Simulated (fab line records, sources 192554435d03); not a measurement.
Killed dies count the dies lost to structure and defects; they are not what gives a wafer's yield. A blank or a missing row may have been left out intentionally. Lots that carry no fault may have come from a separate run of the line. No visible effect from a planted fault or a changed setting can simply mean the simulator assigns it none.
What tool caused it? :: flow n5 finfet :: 36 wafers from 12 lots sampled at 2 of the route's 1938 steps

== WHAT THE GAUGES READ, wafer by wafer ==
N5_BEOL_M3_THK_MEAS_53: measures by xrf.
lot: L076
measured: day 7 22:04
on: film metro-01
M3_THK (nm): 42.4 38.7 39.8

lot: L074
measured: day 8 08:58
on: film metro-02
M3_THK (nm): 39.6 38.3 38.2

lot: L078
measured: day 8 14:10
on: film metro-02
M3_THK (nm): 42.2 37.4 42.1

lot: L081
measured: day 9 03:23
on: film metro-02
M3_THK (nm): 40.6 38.4 40.7

lot: L083
measured: day 9 22:37
on: film metro-02
M3_THK (nm): 38.0 39.9 43.3

lot: L085
measured: day 10 07:17
on: film metro-01
M3_THK (nm): 38.7 41.8 42.0

lot: L087
measured: day 10 21:46
on: film metro-01
M3_THK (nm): 37.8 40.7 40.5

lot: L089
measured: day 11 08:25
on: film metro-02
M3_THK (nm): 39.9 41.4 39.8

lot: L090
measured: day 11 17:43
on: film metro-02
M3_THK (nm): 38.5 40.8 40.9

lot: L094
measured: day 12 09:55
on: film metro-02
M3_THK (nm): 38.5 39.6 43.8

lot: L095
measured: day 12 22:50
on: film metro-02
M3_THK (nm): 42.4 42.4 40.8

lot: L097
measured: day 13 04:09
on: film metro-01
M3_THK (nm): 36.8 41.7 37.9

== WHICH TOOL RAN EACH LOT (tool, then ch and the chambers of the sampled wafers, then the start) ==
lot: L076
N5_BEOL_M3_SPUTTER_94: pvd sputter-03, day 7 21:04

lot: L074
N5_BEOL_M3_SPUTTER_94: pvd sputter-02, day 8 07:56

lot: L078
N5_BEOL_M3_SPUTTER_94: pvd sputter-01, day 8 13:10

lot: L081
N5_BEOL_M3_SPUTTER_94: pvd sputter-03, day 9 01:54

lot: L083
N5_BEOL_M3_SPUTTER_94: pvd sputter-03, day 9 21:33

lot: L085
N5_BEOL_M3_SPUTTER_94: pvd sputter-01, day 10 06:17

lot: L087
N5_BEOL_M3_SPUTTER_94: pvd sputter-02, day 10 20:40

lot: L089
N5_BEOL_M3_SPUTTER_94: pvd sputter-01, day 11 07:25

lot: L090
N5_BEOL_M3_SPUTTER_94: pvd sputter-02, day 11 16:15

lot: L094
N5_BEOL_M3_SPUTTER_94: pvd sputter-03, day 12 08:55

lot: L095
N5_BEOL_M3_SPUTTER_94: pvd sputter-03, day 12 21:50

lot: L097
N5_BEOL_M3_SPUTTER_94: pvd sputter-02, day 13 03:08
- N5_BEOL_M3_SPUTTER_94: material Cu, target thk 4.5 nm, time 8.29 s.

== THE ANSWER, worked out from the rows above alone ==
Rule: what is usual is taken from the lots themselves. The widest of any qualifying gaps counts: lots, ordered by their means at a reading, are off when they make up no more than a third of the lots, leave a main group of 4 or more, and stand apart from it by 3 or more times the standard deviation of that group's means. If all means in a main group match to the digits the tables above print for the reading, that group is not used. Also off: a lot with no number at a reading for which 4 or more lots have one. All remaining lots with rows at the step are treated as sound.
None of the lots is off at any reading shown; this tells nothing.

== WHAT WAS PUT IN BY THE SIMULATOR ==
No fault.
